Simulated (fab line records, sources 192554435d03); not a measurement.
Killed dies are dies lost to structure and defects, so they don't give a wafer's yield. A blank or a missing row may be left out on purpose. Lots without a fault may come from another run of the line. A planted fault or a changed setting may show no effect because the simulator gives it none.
Chamber matching | flow n5_finfet | N5_GATE_CUT_ALD_22 on ald_sin-03: 4 sister chambers
The step deposits SiNx, target thk 16 nm, pulse time 1 s, ald cycles 320. 4 wafers are shown with their chamber, then 11 later ones without.

WAFERS WITH THEIR CHAMBER
wafer  | chamber | heater_power_w (W)
L085.6 | 2       | 939
L086.2 | 0       | 785
L086.3 | 1       | 938
L087.1 | 3       | 892

WAFERS WITHOUT THEIR CHAMBER
wafer  | heater_power_w (W)
L087.3 | 782
L087.5 | 929
L096.1 | 770
L096.2 | 902
L096.3 | 911
L096.4 | 849
L096.5 | 768
L096.6 | 913
L097.1 | 862
L097.2 | 932
L097.3 | 926

WHICH CHAMBER EACH WENT THROUGH
wafer  | from the rows above          | in truth
L087.3 | 0                            | 0
L087.5 | can't be placed: 1 or 2 or 3 | 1
L096.1 | 0                            | 0
L096.2 | can't be placed: 3 or 1 or 2 | 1
L096.3 | can't be placed: 3 or 1 or 2 | 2
L096.4 | can't be placed: 3 or 0      | 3
L096.5 | 0                            | 0
L096.6 | can't be placed: 3 or 1 or 2 | 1
L097.1 | 3                            | 3
L097.2 | can't be placed: 1 or 2 or 3 | 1
L097.3 | can't be placed: 1 or 2 or 3 | 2
Placed correctly: 4 of 11. Can't be placed from these rows: 7 (the true chamber is among the candidates in 7). Placed wrongly: 0.
How it was worked out, from the rows above alone: a wafer's distance from a chamber is the root of the sum, over the readings, of the square of ((its reading less the chamber's mean) divided by the reading's scatter). The wafer belongs to the nearest chamber; if the next one is less than 2 further off, it can't be placed. A chamber's mean is the mean of its shown wafers. The scatter: with one shown wafer a chamber, the root of the mean of the squares of how far each hidden wafer lies from its nearest shown one.
